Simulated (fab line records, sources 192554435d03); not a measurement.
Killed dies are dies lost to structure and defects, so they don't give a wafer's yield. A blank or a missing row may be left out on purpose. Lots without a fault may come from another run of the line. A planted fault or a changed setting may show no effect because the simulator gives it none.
fab line records | flow n5_finfet
record lots=11 wafers=33 last_day=17
route steps=1938 shown WELL_APT@33 BEOL_M4@1080 PASSIVATION@1936
lots that met no fault: from a run of the same line without faults
start_h: hours from the record's first day to the start of the lot's first wafer shown | wait_h: hours since the lot's step before | " the same as in the row above | L1.1+2: a row that stands for several wafers | - no value, or no start given | * or withheld: withheld | < > ~ a bound
route shown NAME@n: a module of which the file shows steps, and the number in the route of the first | usual: mean/standard deviation of fault-free wafers | same: alike in all rows | chamber/n: place in a boat | sites: the reading at each site | _std_site: their standard deviation | _edge_site: outer sites' mean less inner sites' | radius_mm: how far each site lies from the wafer's centre | mask NAME#n: copy n | behind: the tool/chamber that last shaped the wafer | hold: why the lot was held/for how many hours/how that ended | device: the transistor (n, p or np) that didn't switch | end of line: the same wafers' tests at the end of the route | a step without rows: its recipe alone | killed: dies lost to structure and defects at the first sort, not the wafer's yield | map: a wafer's dies, x killed, . not, _ none there
set.NAME: the setting as run; set.NAME@STEP: as run at that earlier step | model.NAME: the simulator's own value behind a step, which no gauge read
steps of the route over a sample of lots; a table a step, a row a wafer
services: from which hour (start_h, from the record's first day; less than 0 if before it) a tool's chamber was out of use, for how many hours, and why
## steps
# step N5_WELL_APT_IMPLANT_15
# recipe species=As energy_kev=25 dose_cm2=1.5e+13 tilt_deg=0 rotation_deg=0
# usual end_station_pressure_torr=5.17e-06/2.7e-07
# columns lot.wafer tool chamber start_h wait_h end_station_pressure_torr
L250.2 implanter-01 0 20.03 0.1 5.11e-06
L250.4 " 0 " " 4.96e-06
L250.6 " 0 " " 5.62e-06
L251.1 implanter-02 0 26.18 0.1 5.31e-06
L251.2 " 0 " " 4.92e-06
L251.5 " 0 " " 4.87e-06
L253.2 implanter-02 0 38.25 0.1 5.71e-06
L253.4 " 0 " " 5.34e-06
L253.5 " 0 " " 5.44e-06
L255.1 implanter-02 0 50.67 0.1 5.3e-06
L255.3 " 0 " " 5.27e-06
L255.6 " 0 " " 5.57e-06
L257.2 implanter-02 0 62.59 0.1 5.18e-06
L257.3 " 0 " " 5.16e-06
L257.5 " 0 " " 5.18e-06
L259.1 implanter-02 0 74.20 0.1 5.01e-06
L259.3 " 0 " " 5.25e-06
L259.6 " 0 " " 5.57e-06
L260.1 implanter-01 0 80.05 0.1 5.47e-06
L260.2 " 0 " " 5.47e-06
L260.6 " 0 " " 5.18e-06
L263.1 implanter-02 0 98.48 0.1 5.01e-06
L263.2 " 0 " " 5.18e-06
L263.5 " 0 " " 5.34e-06
L264.1 implanter-02 0 104.18 0.1 4.76e-06
L264.3 " 0 " " 5.02e-06
L264.4 " 0 " " 5.45e-06
L267.2 implanter-02 0 122.08 0.1 5.08e-06
L267.5 " 0 " " 4.51e-06
L267.6 " 0 " " 5.38e-06
L268.1 implanter-02 0 128.05 0.1 5e-06
L268.4 " 0 " " 4.85e-06
L268.5 " 0 " " 5.33e-06
# step N5_BEOL_M4_PRE_CLEAN_45
# recipe gas=H2/He time_s=30 temp_c=250
# usual heater_power_w=339/37
# columns lot.wafer tool chamber start_h wait_h heater_power_w
L250.2 pvd_sputter-03 - 184.65 0.0 306
L250.4 " - " " 327
L250.6 " - " " 390
L251.1 pvd_sputter-01 - 192.17 0.0 343
L251.2 " - " " 386
L251.5 " - " " 349
L253.2 pvd_sputter-02 - 211.13 0.0 349
L253.4 " - " " 397
L253.5 " - " " 273
L255.1 pvd_sputter-03 - 228.43 0.0 313
L255.3 " - " " 387
L255.6 " - " " 328
L257.2 pvd_sputter-02 - 229.06 0.0 394
L257.3 " - " " 271
L257.5 " - " " 396
L260.1 pvd_sputter-02 - 233.26 0.0 272
L260.2 " - " " 399
L260.6 " - " " 331
L259.1 pvd_sputter-01 - 236.01 0.0 348
L259.3 " - " " 379
L259.6 " - " " 342
L264.1 pvd_sputter-03 - 263.93 0.0 320
L264.3 " - " " 378
L264.4 " - " " 318
L263.1 pvd_sputter-02 - 276.61 0.0 387
L263.2 " - " " 316
L263.5 " - " " 394
L267.2 pvd_sputter-01 - 282.96 0.0 386
L267.5 " - " " 346
L267.6 " - " " 351
L268.1 pvd_sputter-02 - 296.88 0.0 330
L268.4 " - " " 397
L268.5 " - " " 393
# step N5_BEOL_M4_ANNEAL_89
# recipe temp_c=400 time_s=240 ambient=vacuum
# usual heater_power_w=853/84
# columns lot.wafer tool chamber start_h wait_h heater_power_w
L250.2 pvd_sputter-01 - 186.41 0.0 859
L250.4 " - " " 958
L250.6 " - " " 938
L251.1 pvd_sputter-01 - 194.07 0.0 846
L251.2 " - " " 949
L251.5 " - " " 858
L253.2 pvd_sputter-01 - 212.69 0.0 862
L253.4 " - " " 946
L253.5 " - " " 946
L255.1 pvd_sputter-03 - 230.96 0.0 950
L255.3 " - " " 815
L255.6 " - " " 789
L257.2 pvd_sputter-02 - 231.10 0.0 795
L257.3 " - " " 1000
L257.5 " - " " 791
L260.1 pvd_sputter-03 - 235.12 0.0 808
L260.2 " - " " 791
L260.6 " - " " 813
L259.1 pvd_sputter-03 - 237.50 0.0 789
L259.3 " - " " 814
L259.6 " - " " 802
L264.1 pvd_sputter-03 - 266.92 0.0 796
L264.3 " - " " 770
L264.4 " - " " 825
L263.1 pvd_sputter-03 - 278.26 0.0 805
L263.2 " - " " 959
L263.5 " - " " 767
L267.2 pvd_sputter-01 - 285.07 0.0 842
L267.5 " - " " 868
L267.6 " - " " 873
L268.1 pvd_sputter-02 - 298.74 0.0 998
L268.4 " - " " 797
L268.5 " - " " 792
# step N5_BEOL_M4_ANNEAL_91
# recipe temp_c=400 time_s=240 ambient=vacuum
# usual heater_power_w=852/85
# columns lot.wafer tool chamber start_h wait_h heater_power_w
L250.2 pvd_sputter-01 - 186.63 0.0 846
L250.4 " - " " 942
L250.6 " - " " 950
L251.1 pvd_sputter-01 - 194.29 0.0 864
L251.2 " - " " 943
L251.5 " - " " 860
L253.2 pvd_sputter-01 - 212.91 0.0 862
L253.4 " - " " 960
L253.5 " - " " 932
L255.1 pvd_sputter-03 - 231.18 0.0 963
L255.3 " - " " 771
L255.6 " - " " 796
L257.2 pvd_sputter-02 - 231.32 0.0 799
L257.3 " - " " 1008
L257.5 " - " " 794
L260.1 pvd_sputter-03 - 235.34 0.0 802
L260.2 " - " " 792
L260.6 " - " " 808
L259.1 pvd_sputter-03 - 237.72 0.0 781
L259.3 " - " " 789
L259.6 " - " " 806
L264.1 pvd_sputter-03 - 267.14 0.0 810
L264.3 " - " " 774
L264.4 " - " " 787
L263.1 pvd_sputter-03 - 278.48 0.0 797
L263.2 " - " " 953
L263.5 " - " " 763
L267.2 pvd_sputter-01 - 285.29 0.0 859
L267.5 " - " " 856
L267.6 " - " " 851
L268.1 pvd_sputter-02 - 298.96 0.0 1011
L268.4 " - " " 801
L268.5 " - " " 786
# step N5_BEOL_M4_RC_MEAS_101
# usual CJ_P=5.85/0.19 DIBL_N=36.7/1.8 DIBL_P=37.0/2.4 IOFF_N=0.17/0.036 IOFF_P=0.22/0.042 ION_N=673/12 ION_P=462/8.5 RS_NWELL=1036/7.1 SS_N=71.7/0.62 SS_P=73.4/0.65 VT_N=250/3.7 VT_P=-250/3.7
# columns lot.wafer tool chamber start_h wait_h CJ_P DIBL_N[mV/V] DIBL_P[mV/V] IOFF_N[nA/um] IOFF_P[nA/um] ION_N[uA/um] ION_P[uA/um] RS_NWELL[ohm/sq] SS_N[mV/dec] SS_P[mV/dec] VT_N[mV] VT_P[mV]
L250.2 prober-02 0 188.56 0.2 5.49 38.5 39.0 0.19 0.25 671 461 1038 71.5 73.3 250 -250
L250.4 " 0 " " 5.84 38.2 39.0 0.21 0.24 675 460 1027 71.9 74.6 245 -250
L250.6 " 0 " " 5.74 37.8 37.4 0.19 0.22 667 457 1032 72.0 73.4 250 -249
L251.1 prober-02 0 195.99 0.0 5.66 36.8 37.0 0.15 0.20 660 460 1034 72.2 73.1 252 -253
L251.2 " 0 " " 6.02 36.4 36.0 0.14 0.18 666 460 1034 71.8 73.5 253 -255
L251.5 " 0 " " 5.45 38.0 38.4 0.18 0.21 667 457 1041 72.5 73.6 251 -253
L253.2 prober-02 0 214.95 0.2 6.11 34.1 34.9 0.11 0.15 642 447 1053 71.1 73.3 257 -253
L253.4 " 0 " " 5.91 36.1 36.7 0.13 0.18 654 443 1049 71.3 72.7 257 -252
L253.5 " 0 " " 5.84 33.6 34.7 0.11 0.15 647 446 1042 70.5 72.5 256 -255
L255.1 prober-01 0 233.22 0.0 5.80 35.5 35.9 0.15 0.21 669 461 1031 71.5 72.5 248 -252
L255.3 " 0 " " 6.03 36.9 37.3 0.17 0.22 669 460 1036 72.1 73.8 250 -252
L255.6 " 0 " " 6.12 39.9 40.9 0.24 0.27 687 463 1037 73.2 74.7 244 -250
L257.2 prober-02 0 233.76 0.2 5.84 41.1 41.2 0.24 0.27 692 467 1034 72.5 73.7 244 -251
L257.3 " 0 " " 6.01 38.2 38.3 0.18 0.20 672 456 1031 72.0 73.1 248 -255
L257.5 " 0 " " 5.89 37.5 37.9 0.17 0.21 670 451 1036 71.7 73.3 247 -251
L260.1 prober-02 0 237.03 0.0 5.63 37.4 38.1 0.18 0.23 675 459 1051 71.5 74.1 248 -251
L260.2 " 0 " " 6.12 36.3 37.3 0.16 0.23 687 471 1045 71.8 73.4 249 -250
L260.6 " 0 " " 5.73 37.2 36.4 0.16 0.21 689 470 1039 71.9 73.1 248 -250
L259.1 prober-01 0 239.43 0.0 5.57 36.1 37.0 0.14 0.20 658 454 1040 70.6 73.7 254 -250
L259.3 " 0 " " 5.90 34.9 35.6 0.12 0.18 649 449 1041 71.2 73.3 256 -251
L259.6 " 0 " " 5.82 35.9 35.9 0.13 0.19 659 455 1044 71.2 73.3 251 -254
L264.1 prober-02 0 269.87 0.0 5.65 38.3 41.0 0.20 0.29 686 484 1051 72.5 74.2 246 -244
L264.3 " 0 " " 5.71 36.7 38.9 0.19 0.27 693 477 1053 71.0 73.6 246 -244
L264.4 " 0 " " 5.81 38.1 40.2 0.22 0.29 693 479 1042 71.9 73.2 241 -246
L263.1 prober-01 0 280.22 0.0 5.81 36.7 38.6 0.16 0.23 667 458 1041 71.5 74.3 250 -251
L263.2 " 0 " " 5.78 35.1 35.9 0.14 0.18 662 453 1037 72.0 74.2 252 -257
L263.5 " 0 " " 5.66 37.1 38.7 0.19 0.23 691 466 1032 71.7 74.5 245 -253
L267.2 prober-02 0 287.12 0.2 3.92 38.5 36.1 0.19 0.24 677 465 1012 73.4 73.8 249 -246
L267.5 " 0 " " 4.01 36.2 33.2 0.14 0.18 662 456 1014 71.1 72.7 253 -250
L267.6 " 0 " " 3.86 35.7 34.6 0.16 0.22 686 473 1018 71.4 73.1 250 -248
L268.1 prober-02 0 300.73 0.0 4.01 39.0 39.1 0.20 0.25 679 462 1015 72.0 73.2 248 -251
L268.4 " 0 " " 3.99 38.3 38.4 0.18 0.23 678 472 1016 72.0 73.2 247 -250
L268.5 " 0 " " 3.75 39.3 39.2 0.21 0.25 677 459 1020 72.1 73.6 248 -249
# step N5_PASSIVATION_PROBE_49
# usual defect_limited_yield=91.1/1.4 killed_at_M0_to_M3=32/9.3 killed_at_M4_up=13/5.8 killed_at_contacts=12/6.3 killed_at_front_end=44/12 killed_at_other=3.6/2.7 killed_dies=104/17 killed_open=69/13 killed_short=34/6.9 sort_bin_5_function=5.2/0.98 sort_bin_6_memory=3.3/0.59 sort_bin_8_speed=0.01/0.039 sort_n_pass=1075/17
# same gross_dies=1180 killed_at_back_side=0 sort_bin_4_leakage[%]=0
# columns lot.wafer tool chamber start_h wait_h defect_limited_yield[%] killed_at_M0_to_M3 killed_at_M4_up killed_at_contacts killed_at_front_end killed_at_other killed_dies killed_open killed_short sort_bin_5_function[%] sort_bin_6_memory[%] sort_bin_8_speed[%] sort_n_pass
L264.1 prober-02 - 391.08 0.0 92.8 27 13 16 24 5 85 49 36 3.9 3.1 0 1095
L264.3 prober-02 - 391.18 0.1 92.1 28 10 11 44 0 93 48 45 5.1 2.6 0 1087
L264.4 prober-02 - 391.23 0.2 90.9 35 17 24 28 3 107 73 33 5.7 2.8 0 1073
L267.2 prober-01 - 392.20 0.1 92.1 33 11 14 30 5 93 63 30 4.4 3.2 0 1087
L267.5 prober-01 - 392.35 0.2 91.7 26 15 19 32 6 98 69 29 5.3 3.0 0 1082
L267.6 prober-01 - 392.40 0.3 88.7 43 17 14 57 2 133 94 39 6.7 4.3 0 1047
# killed by level:class
L264.1 MOL_CONTACT_COAG:geometric_particle:open=10 BEOL_M2:geometric_particle:open=7 MOL_CONTACT_COAG:geometric_particle:short=6 BEOL_M0_SAQP:geometric_particle:open=6 FIN_SAQP:geometric_particle:open=4 STI_FIN_REVEAL:geometric_particle:open=4 DUMMY_GATE:geometric_particle:short=4 GATE_CUT:geometric_particle:short=4
L264.3 FIN_SAQP:geometric_particle:short=15 BEOL_M0_SAQP:geometric_particle:short=11 BEOL_M2:geometric_particle:open=10 MOL_CONTACT_COAG:geometric_particle:open=8 FIN_SAQP:geometric_particle:open=5 GATE_CUT:geometric_particle:short=5 DUMMY_GATE:geometric_particle:open=4 BEOL_M0_SAQP:geometric_particle:open=4
L264.4 MOL_CONTACT_COAG:geometric_particle:open=19 BEOL_M0_SAQP:geometric_particle:short=18 BEOL_M4:geometric_particle:open=10 FIN_SAQP:geometric_particle:open=8 BEOL_M0_SAQP:geometric_particle:open=8 STI_FIN_REVEAL:geometric_particle:open=5 MOL_CONTACT_COAG:geometric_particle:short=5 BEOL_M2:geometric_particle:open=4
L267.2 BEOL_M3:geometric_particle:open=12 MOL_CONTACT_COAG:geometric_particle:open=11 FIN_SAQP:geometric_particle:open=7 FIN_SAQP:geometric_particle:short=6 BEOL_M0_SAQP:geometric_particle:short=6 DUMMY_GATE:geometric_particle:open=5 BEOL_M0_SAQP:geometric_particle:open=4 BEOL_M2:geometric_particle:open=4
L267.5 MOL_CONTACT_COAG:geometric_particle:open=13 BEOL_M3:geometric_particle:open=8 FIN_SAQP:geometric_particle:short=6 BEOL_M4:geometric_particle:open=6 MOL_CONTACT_COAG:geometric_particle:short=6 BEOL_M2:geometric_particle:open=6 STI_FIN_REVEAL:geometric_particle:open=5 FIN_SAQP:geometric_particle:open=4
L267.6 FIN_SAQP:geometric_particle:open=13 BEOL_M0_SAQP:geometric_particle:short=11 MOL_CONTACT_COAG:geometric_particle:open=10 BEOL_M4:geometric_particle:open=10 STI_FIN_REVEAL:geometric_particle:open=9 BEOL_M0_SAQP:geometric_particle:open=9 DUMMY_GATE:geometric_particle:open=7 BEOL_M3:geometric_particle:open=7
## services
# columns tool chamber start_h hours kind
pvd_sputter-01 - 24.59 4.0 repair
implanter-02 - 52.00 4.2 repair
implanter-01 - 57.90 0.6 repair
pvd_sputter-01 - 59.71 2.3 repair
implanter-01 - 102.77 2.9 repair
pvd_sputter-01 - 103.02 8.4 repair
pvd_sputter-01 - 119.50 1.5 repair
implanter-01 - 130.37 3.2 pm
implanter-01 - 183.47 12.4 repair
implanter-02 - 192.85 4.0 repair
implanter-02 - 250.31 5.7 repair
implanter-02 - 276.88 4.6 pm
## key
first_sign step=N5_BEOL_M4_RC_MEAS_101 reading=CJ_P direction=down sigmas=10 usual=5.85 struck=3.92
effect step=N5_BEOL_M4_RC_MEAS_101 reading=RS_NWELL direction=down sigmas=2.9 usual=1036 struck=1016
met_at N5_WELL_APT_IMPLANT_15
struck_lots L267,L268
not_acting_at N5_BEOL_M4_PRE_CLEAN_45,N5_BEOL_M4_ANNEAL_89,N5_BEOL_M4_ANNEAL_91
onset_between 104.18 122.08
also_fits time
fault kind=wrong_recipe_download tool=implanter-01,implanter-02 chamber=- onset_h=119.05 steps=N5_WELL_APT_IMPLANT_15 wrong_recipe.not_listed=1
